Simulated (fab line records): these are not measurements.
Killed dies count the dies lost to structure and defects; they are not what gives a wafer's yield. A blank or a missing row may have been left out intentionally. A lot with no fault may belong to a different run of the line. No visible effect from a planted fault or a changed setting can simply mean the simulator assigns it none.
fab line records    flow n5-finfet
[record] lots = 10  wafers = 29  last-day = 19
route steps=1938 shown BEOL_M2@890 BEOL_M4@1111 PASSIVATION@1936
lots that met no fault: taken from a fault-free run of the same line
start-h: hours from the record's opening day to when the first of the lot's shown wafers began    wait-h: hours since the lot's step before    " repeats the value in the row above    L1.1+2: a single row standing in for several wafers    - no value, or no start given    * or withheld: withheld    < > ~ a bound
route shown NAME@n: names a module that has steps shown in the file, with the first one's number in the route    usual: mean and standard deviation over wafers with no fault    same: alike in all rows    chamber/n: place in a boat    sites: each site's reading    _std_site: their standard deviation    _edge_site: the outer-site mean with the inner-site mean subtracted    radius-mm: how far each site lies from the wafer's centre    mask NAME#n: copy n    behind: the most recent tool/chamber to have shaped the wafer    hold: why the lot went on hold/how many hours it stayed there/how the hold came to an end    device: which transistor (n, p or np) failed to switch    end of line: the tests these same wafers got at the end of their route    a step with no rows: only its recipe    killed: dies lost to structure and defects at the first sort, not the wafer's yield    map: a wafer's dies, x killed, . not, _ none there
set.NAME: the setting as run; set.NAME@STEP: as run at that earlier step    model.NAME: the simulator's own value behind a step, which no gauge read
route steps across a sampled set of lots; one table per step, one row per wafer
services: when a tool's chamber went out of use (start-h, in hours from the record's first day, below 0 if earlier), for how many hours, and the reason
[[steps]]
[step N5_BEOL_M2_TRENCH_ETCH_37]
[recipe] chemistry = C4F6/O2  target-depth-a = 555.55  target = SiOC  time-s = 29.2  ion-energy-ev = 250  pressure-mtorr = 30  source-w = 355  bias-w = 185  Ar_flow_sccm = 300  C4F6_flow_sccm = 10  O2_flow_sccm = 10
[usual] O2_flow_sccm = 9.998/0.029  drypump-motor-current-A = 5.8/0.46  mfc-ar-sccm = 300.0/0.86  oes-product-au = 0.84/0.091  rf-fwd-power-W = 350.6/1.2  rf-vpp-V = 668/7  showerhead-plenum-p-Torr = 2.92/0.073  throttle-valve-pct = 20.74/0.23
lot.wafer  tool         chamber  start-h  wait-h  O2_flow_sccm  drypump-motor-current-A  mfc-ar-sccm  oes-product-au  rf-fwd-power-W  rf-hours-counter-h  rf-vpp-V  showerhead-plenum-p-Torr  throttle-valve-pct
L825.4     rie-diel-02  3        -        -       10.009        6.7                      300.6        0.73            347.6           -                   663       2.83                      21.12
L825.5     "            1        "        "       9.994         6.3                      301.7        0.68            351.6           -                   679       2.81                      21.03
L825.6     "            2        "        "       10.005        6.2                      300.2        0.88            353.1           -                   662       3.00                      20.61
L827.1     rie-diel-02  0        -        -       9.979         5.3                      299.0        0.99            349.8           2                   672       2.92                      20.98
L827.3     "            3        "        "       9.984         6.7                      299.6        0.72            347.9           209                 662       2.82                      21.13
L827.4     "            1        "        "       9.961         6.3                      300.8        0.67            350.3           250                 680       2.81                      21.05
L828.1     rie-diel-01  2        -        -       9.970         5.1                      300.0        0.69            348.8           237                 671       2.92                      21.06
L828.2     "            1        "        "       9.990         5.9                      298.7        0.93            349.5           11                  666       3.03                      20.42
L828.3     "            3        "        "       9.984         6.0                      299.7        0.76            349.8           136                 679       2.86                      20.82
L829.2     rie-diel-01  3        -        -       10.040        6.0                      301.2        0.76            350.2           140                 678       2.86                      20.83
L829.4     "            2        "        "       10.008        5.1                      301.5        0.68            349.1           -                   670       2.92                      21.05
L829.5     "            3        "        "       10.004        6.0                      300.5        0.75            351.0           -                   678       2.86                      20.82
L830.2     rie-diel-01  1        -        -       9.987         5.9                      299.0        0.89            351.7           19                  666       3.03                      20.44
L830.3     "            2        "        "       9.999         5.1                      300.8        0.68            351.0           245                 670       2.92                      21.08
L830.6     "            3        "        "       9.993         6.0                      299.7        0.75            349.6           -                   680       2.86                      20.84
L836.4     rie-diel-01  1        -        -       10.028        5.9                      301.2        0.88            353.4           -                   667       3.03                      20.45
L836.5     "            3        "        "       9.992         6.0                      299.2        0.75            350.5           -                   680       2.85                      20.85
L839.2     rie-diel-01  3        -        -       10.019        6.0                      299.5        0.75            350.6           163                 677       2.85                      20.87
L839.4     "            2        "        "       9.981         5.2                      299.5        0.94            348.3           5                   670       2.91                      20.71
L839.6     "            1        "        "       10.039        5.9                      299.2        0.86            352.3           -                   667       3.02                      20.46
L845.2     rie-diel-02  0        -        -       9.993         5.4                      299.0        0.87            349.9           43                  671       2.90                      21.04
L845.4     "            1        "        "       9.979         6.3                      299.6        0.91            349.8           -                   677       2.80                      20.68
L845.5     "            0        "        "       9.997         5.4                      301.4        0.86            349.2           -                   674       2.90                      21.04
L847.3     rie-diel-01  3        -        -       10.003        6.0                      300.6        0.72            349.1           182                 677       2.84                      20.89
L847.4     "            2        "        "       9.973         5.2                      301.3        0.88            350.9           30                  670       2.90                      20.76
L847.6     "            0        "        "       10.017        5.5                      300.3        0.87            349.2           -                   663       2.88                      20.56
L848.3     rie-diel-02  1        -        -       9.972         6.3                      300.6        0.90            350.3           25                  678       2.80                      20.68
L848.4     "            1        "        "       9.949         6.3                      301.9        0.92            351.7           -                   679       2.80                      20.68
L848.5     "            2        "        "       10.044        6.2                      300.2        0.81            352.1           -                   662       2.97                      20.70
[step N5_BEOL_M2_DEGAS_44]
[recipe] ambient = vacuum  temp-c = 250  time-s = 60
[usual] heater-power-w = 339/22
lot.wafer  tool            chamber  start-h  wait-h  heater-power-w
L825.4     pvd-sputter-03  -        143.49   0.2     343
L825.5     "               -        "        "       316
L825.6     "               -        "        "       328
L827.1     pvd-sputter-02  -        162.64   0.5     350
L827.3     "               -        "        "       287
L827.4     "               -        "        "       342
L828.1     pvd-sputter-01  -        177.92   0.2     334
L828.2     "               -        "        "       327
L828.3     "               -        "        "       373
L829.2     pvd-sputter-02  -        190.83   0.4     304
L829.4     "               -        "        "       343
L829.5     "               -        "        "       304
L830.2     pvd-sputter-01  -        201.60   0.2     385
L830.3     "               -        "        "       364
L830.6     "               -        "        "       340
L836.4     pvd-sputter-02  -        221.65   0.1     308
L836.5     "               -        "        "       299
L839.2     pvd-sputter-03  -        244.27   0.9     358
L839.4     "               -        "        "       309
L839.6     "               -        "        "       336
L845.2     pvd-sputter-03  -        292.60   0.5     340
L845.4     "               -        "        "       331
L845.5     "               -        "        "       326
L847.3     pvd-sputter-01  -        301.23   0.3     359
L847.4     "               -        "        "       332
L847.6     "               -        "        "       349
L848.3     pvd-sputter-01  -        301.31   0.3     325
L848.4     "               -        "        "       363
L848.5     "               -        "        "       381
[step N5_BEOL_M2_ALD_84]
[recipe] material = TaN  target-thk-a = *  temp-c = 275  ald-precursor-family = PDMAT  ald-co-reactant = NH3  pressure-torr = 3  carrier-flow-sccm = 1500  pulse-time-s = 2  purge-time-s = 3  co-reactant-purge-time-s = 2  co-reactant-pulse-time-s = 3  ald-cycles = 30  precursor-vessel-temp-c = 75  precursor-vessel-pressure-torr = 26.25  precursor-vessel-carrier-sccm = 1000
[usual] ald-cycles = 30/0  heater-power-w = 449/41
lot.wafer  tool          chamber  start-h  wait-h  ald-cycles  heater-power-w
L825.4     ald-metal-04  0        143.61   0.1     30          435
L825.5     "             1        "        "       30          416
L825.6     "             2        "        "       30          463
L827.1     ald-metal-04  2        162.79   0.1     30          458
L827.3     "             3        "        "       30          420
L827.4     "             1        "        "       30          409
L828.1     ald-metal-04  3        178.03   0.1     30          422
L828.2     "             0        "        "       30          421
L828.3     "             2        "        "       30          446
L829.2     ald-metal-02  3        190.95   0.1     30          445
L829.4     "             0        "        "       30          492
L829.5     "             0        "        "       30          511
L830.2     ald-metal-02  0        201.80   0.1     30          485
L830.3     "             2        "        "       30          402
L830.6     "             2        "        "       30          391
L836.4     ald-metal-02  0        221.77   0.1     32          495
L836.5     "             3        "        "       32          439
L839.2     ald-metal-02  2        244.37   0.0     30          419
L839.4     "             1        "        "       32          499
L839.6     "             3        "        "       30          445
L845.2     ald-metal-02  1        292.70   0.0     30          501
L845.4     "             3        "        "       30          448
L845.5     "             1        "        "       30          505
L847.3     ald-metal-02  1        301.33   0.0     30          482
L847.4     "             2        "        "       30          409
L847.6     "             1        "        "       30          508
L848.3     ald-metal-03  3        301.41   0.0     30          343
L848.4     "             2        "        "       30          443
L848.5     "             3        "        "       30          349
[step N5_BEOL_M2_ANNEAL_82]
[recipe] temp-c = 400  time-s = 240  ambient = vacuum
[usual] heater-power-w = 845/50
lot.wafer  tool            chamber  start-h  wait-h  heater-power-w
L825.4     pvd-sputter-02  -        144.89   0.0     744
L825.5     "               -        "        "       849
L825.6     "               -        "        "       718
L827.1     pvd-sputter-01  -        164.21   0.0     901
L827.3     "               -        "        "       849
L827.4     "               -        "        "       845
L828.1     pvd-sputter-01  -        179.48   0.0     862
L828.2     "               -        "        "       879
L828.3     "               -        "        "       908
L829.2     pvd-sputter-03  -        192.33   0.0     901
L829.4     "               -        "        "       787
L829.5     "               -        "        "       904
L830.2     pvd-sputter-01  -        202.82   0.0     911
L830.3     "               -        "        "       902
L830.6     "               -        "        "       870
L836.4     pvd-sputter-01  -        222.76   0.0     884
L836.5     "               -        "        "       825
L839.2     pvd-sputter-03  -        245.43   0.0     823
L839.4     "               -        "        "       890
L839.6     "               -        "        "       883
L845.2     pvd-sputter-03  -        293.96   0.0     836
L845.4     "               -        "        "       867
L845.5     "               -        "        "       879
L847.3     pvd-sputter-03  -        302.35   0.0     793
L847.4     "               -        "        "       844
L847.6     "               -        "        "       823
L848.3     pvd-sputter-01  -        302.98   0.0     942
L848.4     "               -        "        "       889
L848.5     "               -        "        "       859
[step N5_BEOL_M4_RC_MEAS_101]
[usual] DIBL_N = 36.1/1.4  DIBL_P = 36.3/1.4  IOFF_N = 0.154/0.021  IOFF_P = 0.21/0.032  ION_N = 670/8.1  ION_P = 461/7  SS_N = 71.4/0.49  SS_P = 73.3/0.5  VT_N = 250.4/2.6  VT_P = -250/3.7
lot.wafer  tool       chamber  start-h  wait-h  DIBL_N[mV/V]  DIBL_P[mV/V]  IOFF_N[nA/um]  IOFF_P[nA/um]  ION_N[uA/um]  ION_P[uA/um]  SS_N[mV/dec]  SS_P[mV/dec]  VT_N[mV]  VT_P[mV]
L825.4     prober-02  0        184.87   0.5     35.2          35.6          0.146          0.18           664           451           72.2          73.3          253.0     -256
L825.5     "          0        "        "       36.5          37.4          0.168          0.20           671           454           72.1          74.0          251.3     -255
L825.6     "          0        "        "       34.0          34.8          0.126          0.17           669           453           71.1          73.0          252.2     -253
L827.1     prober-01  0        205.64   0.0     36.2          36.9          0.161          0.19           672           455           70.7          73.9          249.6     -253
L827.3     "          0        "        "       36.6          38.1          0.170          0.21           673           459           71.9          74.1          250.5     -256
L827.4     "          0        "        "       38.0          40.1          0.195          0.25           679           464           71.2          73.9          248.4     -248
L828.1     prober-01  0        208.65   0.0     35.9          35.7          0.133          0.21           672           469           70.8          72.8          254.0     -249
L828.2     "          0        "        "       34.8          33.5          0.114          0.18           657           464           70.9          72.1          257.3     -254
L828.3     "          0        "        "       37.2          36.3          0.153          0.22           672           464           70.8          73.4          250.8     -248
L829.2     prober-02  0        211.23   0.2     33.3          32.9          0.124          0.22           664           472           70.8          73.2          252.9     -244
L829.4     "          0        "        "       36.0          35.6          0.170          0.28           676           475           71.4          73.1          246.2     -242
L829.5     "          0        "        "       34.6          34.2          0.146          0.25           681           480           71.1          72.8          250.2     -241
L830.2     prober-02  0        239.01   0.2     35.3          36.6          0.152          0.21           668           458           71.9          73.1          249.3     -251
L830.3     "          0        "        "       34.5          35.5          0.133          0.19           664           456           71.6          72.4          250.4     -252
L830.6     "          0        "        "       35.5          35.6          0.142          0.20           662           455           71.7          72.9          252.5     -251
L839.2     prober-02  0        271.58   0.2     35.6          36.4          0.161          0.21           677           462           71.2          72.6          248.5     -249
L839.4     "          0        "        "       36.7          37.6          0.179          0.24           678           468           71.8          73.8          246.2     -247
L839.6     "          0        "        "       35.5          36.7          0.164          0.22           680           462           71.6          73.6          247.9     -251
L836.4     prober-01  0        272.69   0.5     36.6          36.9          0.168          0.25           666           461           71.9          73.8          248.4     -245
L836.5     "          0        "        "       35.7          36.5          0.154          0.23           666           464           71.9          73.5          250.2     -249
L845.2     prober-02  0        328.64   0.2     37.8          38.2          0.167          0.22           665           453           71.4          73.6          249.4     -250
L845.4     "          0        "        "       37.4          37.7          0.154          0.21           661           459           71.3          73.1          250.7     -251
L845.5     "          0        "        "       38.6          39.7          0.186          0.24           679           463           71.7          73.4          250.4     -251
L847.3     prober-01  0        339.87   0.3     38.4          39.0          0.203          0.27           669           463           72.2          74.1          247.8     -246
L847.4     "          0        "        "       36.3          36.1          0.148          0.21           668           465           71.8          73.2          252.4     -250
L847.6     "          0        "        "       37.2          37.6          0.176          0.25           677           469           71.7          73.3          249.6     -245
L848.3     prober-02  0        340.95   0.3     35.5          36.3          0.127          0.17           664           461           71.0          72.8          254.9     -257
L848.4     "          0        "        "       36.7          37.0          0.152          0.19           668           453           71.5          72.7          252.0     -251
L848.5     "          0        "        "       36.2          36.6          0.140          0.18           669           455           71.4          73.2          257.7     -257
[step N5_PASSIVATION_PROBE_49]
[usual] defect-limited-yield = 91.0/1.6  killed_at_M0_to_M3 = 35/11  killed_at_M4_up = 14/5.1  killed-at-contacts = 12/6.6  killed-at-front-end = 41/12  killed-at-other = 4/3  killed-dies = 107/19  killed-open = 70/15  killed-short = 35/8.5  sort_bin_5_function = 5.3/1  sort_bin_6_memory = 3.4/0.73  sort-n-pass = 1073/19  sort-yield-pct = 91.0/1.6
[same] gross-dies = 1180  killed-at-back-side = 0  sort_bin_4_leakage[%] = 0  sort_bin_8_speed[%] = 0
lot.wafer  tool       chamber  start-h  wait-h  defect-limited-yield[%]  killed_at_M0_to_M3  killed_at_M4_up  killed-at-contacts  killed-at-front-end  killed-at-other  killed-dies  killed-open  killed-short  sort_bin_5_function[%]  sort_bin_6_memory[%]  sort-n-pass  sort-yield-pct[%]
L828.1     prober-01  -        318.43   0.0     91.6                     31                  7                8                   50                   3                99           59           36            4.2                     3.8                   1081         91.6
L828.2     prober-01  -        318.48   0.1     90.8                     27                  11               12                  53                   6                109          59           50            5.8                     3.1                   1071         90.8
L828.3     prober-01  -        318.53   0.1     91.2                     29                  5                7                   51                   12               104          52           52            5.4                     2.6                   1076         91.2
L839.2     prober-02  -        380.15   0.1     91.6                     40                  16               7                   36                   0                99           59           40            5.3                     2.5                   1081         91.6
L839.4     prober-02  -        380.25   0.2     93.6                     20                  14               5                   35                   2                76           53           22            4.1                     2.2                   1104         93.6
L839.6     prober-02  -        380.35   0.3     92.4                     33                  13               8                   33                   3                90           63           26            4.3                     3.1                   1090         92.4
// killed by level:class
L828.1 FIN_SAQP:geometric-particle:open=11 DUMMY_GATE:geometric-particle:open=11 GATE_CUT:geometric-particle:short=8 FIN_SAQP:geometric-particle:short=7 MOL_CONTACT_COAG:geometric-particle:open=7 BEOL_M1:geometric-particle:open=7 BEOL_M2:geometric-particle:open=6 BEOL_M0_SAQP:geometric-particle:open=4
L828.2 FIN_SAQP:geometric-particle:short=13 MOL_CONTACT_COAG:geometric-particle:open=9 DUMMY_GATE:geometric-particle:open=8 GATE_CUT:geometric-particle:short=8 BEOL_M0_SAQP:geometric-particle:short=8 FIN_SAQP:geometric-particle:open=7 BEOL_M0_SAQP:geometric-particle:open=6 BEOL_M3:geometric-particle:open=5
L828.3 FIN_SAQP:geometric-particle:short=11 STI_FIN_REVEAL:geometric-particle:open=11 GATE_CUT:geometric-particle:short=11 BEOL_M1:geometric-particle:open=9 MIM_TOP_ETCH:geometric-particle:open=5 FIN_SAQP:geometric-particle:open=5 MOL_CONTACT_COAG:geometric-particle:open=5 MIM_TOP_ETCH:geometric-particle:short=5
L839.2 BEOL_M0_SAQP:geometric-particle:short=16 FIN_SAQP:geometric-particle:open=9 BEOL_M2:geometric-particle:open=9 BEOL_M4:geometric-particle:open=9 FIN_SAQP:geometric-particle:short=7 BEOL_M0_SAQP:geometric-particle:open=7 STI_FIN_REVEAL:geometric-particle:open=6 MOL_CONTACT_COAG:geometric-particle:open=5
L839.4 FIN_SAQP:geometric-particle:open=13 BEOL_M4:geometric-particle:open=6 FIN_SAQP:geometric-particle:short=5 MOL_CONTACT_COAG:geometric-particle:open=5 BEOL_M1:geometric-particle:open=5 ILD0:geometric-particle:short=4 BEOL_M0_SAQP:geometric-particle:open=4 BEOL_M3:geometric-particle:open=4
L839.6 BEOL_M0_SAQP:geometric-particle:open=13 BEOL_M4:geometric-particle:open=8 FIN_SAQP:geometric-particle:open=7 MOL_CONTACT_COAG:geometric-particle:open=7 STARTING-WAFER:geometric-particle:short=6 FIN_SAQP:geometric-particle:short=5 STI_FIN_REVEAL:geometric-particle:open=5 BEOL_M0_SAQP:geometric-particle:short=5
[[services]]
tool            chamber  start-h  hours  kind
ald-metal-02    0        120.79   3.2    repair
rie-diel-01     1        122.55   -      clean
rie-diel-01     1        122.55   -      consumable-replace:focus-ring
rie-diel-01     1        122.55   -      consumable-replace:showerhead
ald-metal-04    -        137.14   4.3    pm
ald-metal-03    -        160.90   28.1   pm
rie-diel-01     -        179.51   2.4    repair
ald-metal-04    -        187.70   2.8    pm
ald-metal-03    -        189.00   1.2    pm
ald-metal-03    1        200.28   11.7   repair
ald-metal-04    3        203.77   4.2    repair
rie-diel-02     -        218.99   14.6   pm
rie-diel-02     -        234.48   0.7    repair
rie-diel-02     0        239.33   8.8    repair
ald-metal-03    -        247.70   6.0    pm
rie-diel-02     1        249.04   33.4   repair
ald-metal-04    -        250.63   1.1    repair
ald-metal-03    2        262.37   6.3    repair
ald-metal-02    3        267.21   2.2    repair
rie-diel-01     3        272.40   9.7    repair
ald-metal-04    -        275.06   6.0    pm
rie-diel-02     -        277.48   10.0   pm
pvd-sputter-02  -        277.88   6.1    repair
pvd-sputter-03  -        298.65   1.0    repair
[[key]]
[first-sign] step = N5_BEOL_M2_ALD_84  reading = ald-cycles  direction = up  sigmas = 99+  usual = *  struck = *
effect none on later readings
met-at N5_BEOL_M2_ALD_84
struck-lots L836,L839
struck-wafers L836.4,L836.5,L839.4
not-acting-at N5_BEOL_M2_TRENCH_ETCH_37,N5_BEOL_M2_DEGAS_44,N5_BEOL_M2_ANNEAL_82
onset-between 201.80 221.77
[fault] kind = process-parameter-drift  tool = ald-metal-02  chamber = -  onset-h = 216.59  steps = N5_BEOL_M2_ALD_84  channel = ald-cycles  offset = *  shape = step  end-h = 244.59  scope = struck-wafers-only  acts-in = *  stated = *
